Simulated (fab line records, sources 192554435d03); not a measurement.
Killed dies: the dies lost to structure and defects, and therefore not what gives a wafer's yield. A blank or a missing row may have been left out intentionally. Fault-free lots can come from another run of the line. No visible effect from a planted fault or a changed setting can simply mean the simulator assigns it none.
Chamber matching || flow n5-finfet || N5_BEOL_M1_ETCH_70 on rie-diel-03 has 4 sister chambers
The step etches SOC in N2/H2, target depth 80 nm, overetch 16 nm, time 120 s. 14 wafers are shown with their chamber, then 7 later ones without.

WAFERS, EACH WITH ITS CHAMBER
{"wafer": "L334.3", "chamber": 0, "drypump-motor-current-A (A)": 5.63, "showerhead-plenum-p-Torr (Torr)": 2.62, "throttle-valve-pct (%)": 17.8}
{"wafer": "L334.4", "chamber": 0, "drypump-motor-current-A (A)": 5.60, "showerhead-plenum-p-Torr (Torr)": 2.62, "throttle-valve-pct (%)": 17.8}
{"wafer": "L334.6", "chamber": 3, "drypump-motor-current-A (A)": 5.45, "showerhead-plenum-p-Torr (Torr)": 2.48, "throttle-valve-pct (%)": 18.0}
{"wafer": "L337.1", "chamber": 0, "drypump-motor-current-A (A)": 5.61, "showerhead-plenum-p-Torr (Torr)": 2.62, "throttle-valve-pct (%)": 17.8}
{"wafer": "L337.2", "chamber": 2, "drypump-motor-current-A (A)": 5.70, "showerhead-plenum-p-Torr (Torr)": 2.70, "throttle-valve-pct (%)": 17.4}
{"wafer": "L337.6", "chamber": 1, "drypump-motor-current-A (A)": 6.32, "showerhead-plenum-p-Torr (Torr)": 2.65, "throttle-valve-pct (%)": 17.5}
{"wafer": "L345.2", "chamber": 2, "drypump-motor-current-A (A)": 5.72, "showerhead-plenum-p-Torr (Torr)": 2.69, "throttle-valve-pct (%)": 17.4}
{"wafer": "L345.3", "chamber": 1, "drypump-motor-current-A (A)": 6.31, "showerhead-plenum-p-Torr (Torr)": 2.64, "throttle-valve-pct (%)": 17.5}
{"wafer": "L345.4", "chamber": 2, "drypump-motor-current-A (A)": 5.72, "showerhead-plenum-p-Torr (Torr)": 2.69, "throttle-valve-pct (%)": 17.4}
{"wafer": "L353.2", "chamber": 3, "drypump-motor-current-A (A)": 5.47, "showerhead-plenum-p-Torr (Torr)": 2.47, "throttle-valve-pct (%)": 18.1}
{"wafer": "L353.4", "chamber": 2, "drypump-motor-current-A (A)": 5.71, "showerhead-plenum-p-Torr (Torr)": 2.69, "throttle-valve-pct (%)": 17.4}
{"wafer": "L353.5", "chamber": 2, "drypump-motor-current-A (A)": 5.72, "showerhead-plenum-p-Torr (Torr)": 2.69, "throttle-valve-pct (%)": 17.4}
{"wafer": "L354.3", "chamber": 3, "drypump-motor-current-A (A)": 5.46, "showerhead-plenum-p-Torr (Torr)": 2.47, "throttle-valve-pct (%)": 18.1}
{"wafer": "L354.4", "chamber": 0, "drypump-motor-current-A (A)": 5.62, "showerhead-plenum-p-Torr (Torr)": 2.60, "throttle-valve-pct (%)": 17.9}

SIGNATURES (means of the wafers above)
{"reading": "drypump-motor-current-A", "chamber 0": 5.6150, "chamber 1": 6.3150, "chamber 2": 5.7140, "chamber 3": 5.4600, "scatter within a chamber": 0.0103}
{"reading": "showerhead-plenum-p-Torr", "chamber 0": 2.6150, "chamber 1": 2.6450, "chamber 2": 2.6920, "chamber 3": 2.4733, "scatter within a chamber": 0.00705}
{"reading": "throttle-valve-pct", "chamber 0": 17.825, "chamber 1": 17.500, "chamber 2": 17.400, "chamber 3": 18.067, "scatter within a chamber": 0.0376}
Rule: a wafer lies at a distance from a chamber equal to the root of the sum of squares, over the readings, of (its reading less the chamber's mean, divided by the reading's scatter). If the next closest chamber is less than 2 further off than the closest, the wafer can't be placed; otherwise it belongs to the closest. The scatter: the root of (the sum of the squares of (reading less its chamber's mean) over the shown wafers, divided by (wafers less chambers)).

WAFERS WITHOUT THEIR CHAMBER
{"wafer": "L354.5", "drypump-motor-current-A (A)": 5.62, "showerhead-plenum-p-Torr (Torr)": 2.60, "throttle-valve-pct (%)": 17.9}
{"wafer": "L352.1", "drypump-motor-current-A (A)": 6.34, "showerhead-plenum-p-Torr (Torr)": 2.63, "throttle-valve-pct (%)": 17.6}
{"wafer": "L352.2", "drypump-motor-current-A (A)": 5.74, "showerhead-plenum-p-Torr (Torr)": 2.68, "throttle-valve-pct (%)": 17.5}
{"wafer": "L352.5", "drypump-motor-current-A (A)": 5.48, "showerhead-plenum-p-Torr (Torr)": 2.47, "throttle-valve-pct (%)": 18.1}
{"wafer": "L356.2", "drypump-motor-current-A (A)": 5.65, "showerhead-plenum-p-Torr (Torr)": 2.60, "throttle-valve-pct (%)": 17.9}
{"wafer": "L356.4", "drypump-motor-current-A (A)": 5.71, "showerhead-plenum-p-Torr (Torr)": 2.68, "throttle-valve-pct (%)": 17.4}
{"wafer": "L356.6", "drypump-motor-current-A (A)": 6.34, "showerhead-plenum-p-Torr (Torr)": 2.63, "throttle-valve-pct (%)": 17.6}

EACH ONE'S CHAMBER
{"wafer": "L354.5", "from the rows above": 0, "in truth": 0}
{"wafer": "L352.1", "from the rows above": 1, "in truth": 1}
{"wafer": "L352.2", "from the rows above": 2, "in truth": 2}
{"wafer": "L352.5", "from the rows above": 3, "in truth": 3}
{"wafer": "L356.2", "from the rows above": 0, "in truth": 0}
{"wafer": "L356.4", "from the rows above": 2, "in truth": 2}
{"wafer": "L356.6", "from the rows above": 1, "in truth": 1}
Correctly placed: 7 of 7. Not placeable from these rows: 0. Placed wrongly: 0.
